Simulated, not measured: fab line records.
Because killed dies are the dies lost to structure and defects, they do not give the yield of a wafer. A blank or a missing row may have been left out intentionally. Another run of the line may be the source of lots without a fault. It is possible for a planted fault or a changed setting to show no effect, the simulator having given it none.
Matching of chambers	flow nand harc	4 sister chambers for NHARC_P_BONDPAD_DESCUM_11 on rie diel-03
The step chemistry O2, time 3 s. 27 wafers are shown with their chamber, then 12 later ones without.

WAFERS, EACH WITH ITS CHAMBER
wafer	chamber	showerhead plenum p Torr (Torr)	drypump motor current A (A)	oes product au (a.u.)
L079.2	3	1.88	5.9	0.994
L079.3	0	1.97	6.1	1.006
L079.5	1	2.03	5.1	1.010
L081.1	3	1.88	5.9	0.997
L081.2	2	1.86	5.1	0.997
L081.3	0	1.96	6.2	1.013
L082.4	1	2.03	5.1	1.016
L082.5	1	2.03	5.1	1.023
L082.6	2	1.86	5.1	0.996
L085.1	3	1.88	5.9	0.994
L085.4	2	1.86	5.1	0.998
L085.6	2	1.86	5.1	0.981
L088.1	0	1.96	6.1	1.006
L088.2	1	2.03	5.1	1.010
L088.4	2	1.86	5.0	0.998
L087.1	3	1.88	5.9	0.990
L087.3	2	1.86	5.1	0.995
L087.4	0	1.96	6.2	1.002
L089.2	1	2.03	5.1	1.015
L089.3	3	1.88	5.9	0.985
L089.6	2	1.86	5.1	0.986
L090.3	1	2.03	5.1	1.019
L090.5	1	2.03	5.1	1.010
L090.6	0	1.96	6.2	0.996
L093.1	0	1.96	6.1	0.981
L093.4	3	1.88	5.9	0.973
L093.5	1	2.03	5.1	0.996

SIGNATURES, as means of the wafers listed above
reading	chamber 0	chamber 1	chamber 2	chamber 3	scatter within a chamber
showerhead plenum p Torr	1.9617	2.0300	1.8600	1.8800	0.0019
drypump motor current A	6.150	5.100	5.086	5.900	0.032
oes product au	1.00067	1.01238	0.99300	0.98883	0.0087
Rule: for each reading, subtract the chamber's mean from the wafer's reading, divide by that reading's scatter and square the result; add these up over the readings and take the root, which gives the wafer's distance from the chamber. The wafer belongs to the nearest chamber; if the next one is less than 2 further off, it can't be placed. The scatter is the square root of a quotient: the sum, over the shown wafers, of each reading's squared deviation from its chamber's mean, divided by wafers minus chambers.

WAFERS MISSING THEIR CHAMBER
wafer	showerhead plenum p Torr (Torr)	drypump motor current A (A)	oes product au (a.u.)
L094.1	1.96	6.2	0.997
L094.3	1.86	5.1	0.984
L094.5	1.88	5.9	0.970
L095.2	2.03	5.1	0.994
L095.4	1.96	6.2	1.002
L095.5	2.03	5.0	0.993
L096.1	2.03	5.1	0.994
L096.4	1.96	6.2	0.986
L096.5	1.96	6.1	0.989
L097.2	1.88	5.9	0.982
L097.3	1.96	6.2	0.994
L097.6	1.86	5.1	0.989

WHICH CHAMBER EACH WENT THROUGH
wafer	from the rows above	in truth
L094.1	0	0
L094.3	2	2
L094.5	3	3
L095.2	1	1
L095.4	0	0
L095.5	1	1
L096.1	1	1
L096.4	0	0
L096.5	0	0
L097.2	3	3
L097.3	0	0
L097.6	2	2
Placed correctly: 12 of 12. Left unplaced by these rows: 0. Number placed wrongly: 0.
